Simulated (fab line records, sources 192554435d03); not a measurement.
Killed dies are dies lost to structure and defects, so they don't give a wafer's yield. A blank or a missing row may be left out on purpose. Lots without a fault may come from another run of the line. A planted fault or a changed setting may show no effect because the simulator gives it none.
A struck lot beside a sound one | flow n5_finfet | 16 steps out of a route of 1938
Sound: wafers L514.4, L514.5, L514.6. Struck: wafers L527.1, L527.5. (L527.2 of the same lot was not struck and is left out.) The cause comes at the end.
At each step with rows: each side's tool, then ch and its chambers, then its first start. Under that, the readings that differ: sound wafers | struck wafers | difference of the means | sigmas: that difference in standard deviations of wafers without a fault.
alike: readings whose means differ by less than 2 such deviations, and words and numbers that are the same on both sides. not compared: withheld readings, readings that some wafer has no value for, bounds like >300 that may hide the same value, and numbers for which the record gives no deviation and whose values overlap.
The two part at a step that has a row with sigmas, a row that says differs or no value, or rows on one side only. Numbers that don't overlap but have no deviation are shown without sigmas and don't part them. A reading that every wafer of one side lacks parts them only if that side has two wafers or more.

N5_BEOL_M3_ETCH_41: etches SiCN in CH3F/O2, target depth 29.9 nm, time 52.5 s.
  sound on rie_diel-03 ch 1,2,3; struck on rie_diel-01 ch 0,2
  alike: drypump_motor_current_A, oes_product_au, rf_vpp_V, showerhead_plenum_p_Torr, throttle_valve_pct
  not compared: rf_hours_counter_h
N5_BEOL_M3_STRIP_97: strips in N2/H2, time 10 s.
  sound on rie_diel-03 ch 1,2,3; struck on rie_diel-01 ch 0,2
  alike: drypump_motor_current_A, oes_product_au, rf_vpp_V, showerhead_plenum_p_Torr, throttle_valve_pct
  not compared: rf_hours_counter_h
N5_BEOL_M3_OCD_MEAS_38:
  sound on ocd-02, day 8 11:23; struck on ocd-01, day 12 03:26
  alike: trench_depth_nm
then, 4 steps without rows for these wafers: N5_BEOL_M3_HM_STRIP_39 (strips TiN in peroxide tin strip, target depth 25 nm, time 158 s); N5_BEOL_M3_SRD_40 (time 30 s); N5_BEOL_M3_PRECLEAN_42 (cleans in residue remover, time 60 s); N5_BEOL_M3_SRD_43 (time 30 s).
N5_BEOL_M3_CD_MEAS_35: target cd 18 nm, target cd y 21 nm.
  sound on cd_sem-03, day 8 11:39; struck on cd_sem-02, day 12 03:36
  alike: cd_nm
N5_BEOL_M3_DEGAS_44: time 60 s.
  sound on pvd_sputter-02, day 8 11:59; struck on pvd_sputter-02, day 12 03:47
  alike: heater_power_w
N5_BEOL_M3_PRE_CLEAN_45: time 30 s.
  sound on pvd_sputter-02, day 8 12:01; struck on pvd_sputter-02, day 12 03:50
  alike: heater_power_w
N5_BEOL_M3_ALD_84: deposits TaN, pulse time 2 s, purge time 3 s, co reactant purge time 2 s.
  sound on ald_metal-01 ch 0,1,3, day 8 12:12; struck on ald_metal-03 ch 0, day 12 03:54
  alike: heater_power_w
then, 1 step without rows for these wafers: N5_BEOL_M3_SURFACE_TREAT_85.
N5_BEOL_M3_CVD_47: deposits Co from CCTBA/H2, target thk 3 nm, time 223.8 s.
  sound on cvd_co-02 ch 0,1,2, day 8 12:42; struck on cvd_co-02 ch 2, day 12 04:11
  reading          | sound             | struck      | difference | sigmas
  run_length_s (s) | 247.2 246.8 247.8 | 328.3 328.4 | +81.1      | +99 or more
then, 1 step without rows for these wafers: N5_BEOL_M3_SPUTTER_48 (material Cu, target thk 4.5 nm, time 8.29 s).
N5_BEOL_M4_RC_MEAS_101:
  sound on prober-01 ch 0, day 9 07:01; struck on prober-01 ch 0, day 12 22:38
  reading       | sound       | struck  | difference | sigmas
  ION_N (uA/um) | 640 651 662 | 666 688 | +26        | +2
  ION_P (uA/um) | 438 443 448 | 458 463 | +18        | +2
  alike: DIBL_N, DIBL_P, IOFF_N, IOFF_P, SS_N, SS_P, VT_N, VT_P
-- the record jumps here: 4 days lie between the struck wafers' starts before and after (it left off in module BEOL_M4 and takes up again in module PASSIVATION, whose first step shown is number 1936 of the route) --
N5_PASSIVATION_PROBE_49:
  sound on prober-01, day 14 19:53; struck on prober-01, day 17 03:40
  reading              | sound       | struck | difference | sigmas
  sort_bin_8_speed (%) | 1.02 0.08 0 | 0 0    | +0         | -4
  alike: defect_limited_yield, killed_at_M0_to_M3, killed_at_M4_up, killed_at_contacts, killed_at_front_end, killed_at_other, killed_dies, killed_open, killed_short, sort_bin_5_function, sort_bin_6_memory, sort_n_pass, sort_yield_pct

WHERE THEY PART
First at N5_BEOL_M3_CVD_47; last, within this record, at N5_PASSIVATION_PROBE_49.

WHY: what the simulator had put in
Process parameter drift: cvd_co-02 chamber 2, from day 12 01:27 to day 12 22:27, at N5_BEOL_M3_CVD_47. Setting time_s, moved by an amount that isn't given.
